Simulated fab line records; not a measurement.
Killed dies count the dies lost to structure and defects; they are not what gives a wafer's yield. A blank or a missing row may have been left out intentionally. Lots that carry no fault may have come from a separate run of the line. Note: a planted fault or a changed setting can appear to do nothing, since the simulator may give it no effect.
One fault through the eyes of 2 desks -- flow n5 finfet -- numbers are kept per desk, each desk with only its own; the story behind them comes last

## FROM THE METROLOGY DESK
Lot by lot, what the gauges showed, no matter which tool ran the lot: averages of those sampled wafers that carry a number. Marked OUT: a lot whose mean sits more than 4 standard deviations from the usual mean, which makes it out of limits; the brackets give that distance.
Columns: A = cd nm at N5_BEOL_M10_CD_MEAS_18, usual 69.9 nm; B = cd nm at N5_BEOL_M10_CD_MEAS_28, usual 69.2 nm
lot,first seen here,A,B
L922,day 11 11:55,70.2,69.0
L923,day 11 12:22,70.6,67.9
L924,day 11 18:37,70.3,67.7
L926,day 11 19:11,69.8,69.4
L930,day 13 00:38,70.2,69.4
L931,day 13 21:26,70.2,61.9 (-6.6) OUT
L932,day 14 02:42,68.7,70.5
L935,day 14 03:43,69.9,63.8 (-4.9) OUT
L939,day 15 05:14,69.4,68.8
L941,day 16 01:02,69.7,69.3
L942,day 16 21:13,69.3,68.5
This desk's verdict: out of limits on L931, L935, starting with L931 at day 13 23:27 (cd nm at N5_BEOL_M10_CD_MEAS_28). Within limits: L922, L923, L924, L926, L930, L932, L939, L941, L942.

## TOOL OWNER'S DESK, arfi scanner-02
The tool's own readings at N5_BEOL_M10_EXPOSE_25 (exposes mask V9): means of the sampled wafers that have a number, for each lot that ran on this tool. Marked OUT: a lot whose mean sits more than 4 standard deviations from the usual mean, which makes it out of limits; the brackets give that distance.
Columns: A = exposure dose mJ cm2 at N5_BEOL_M10_EXPOSE_25, usual 85.47
lot,first seen here,A
L923,day 11 13:28,85.56
L926,day 11 20:20,85.49
L930,day 13 00:53,85.52
L931,day 13 23:20,78.69 (-73) OUT
L935,day 14 04:23,79.98 (-59) OUT
This desk's verdict: out of limits on L931, L935, starting with L931 at day 13 23:20 (exposure dose mJ cm2 at N5_BEOL_M10_EXPOSE_25). Within limits: L923, L926, L930.

## TAKEN TOGETHER
The tool owner's desk could have raised an alarm at day 13 23:20, on L931, L935.
The metrology desk could have raised an alarm at day 13 23:27, on L931, L935.
Of the lots named, all ran N5_BEOL_M10_EXPOSE_25 on arfi scanner-02.

## WHAT HAD BEEN PUT IN BY THE SIMULATOR
Process parameter drift: arfi scanner-02, from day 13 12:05 on, at N5_BEOL_M10_EXPOSE_25. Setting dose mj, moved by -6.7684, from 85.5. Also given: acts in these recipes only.
Shown lots that were struck: L931, L935.
Hours from the fault's start to each desk's first reading out of limits: the tool owner's desk, 11; the metrology desk, 11.
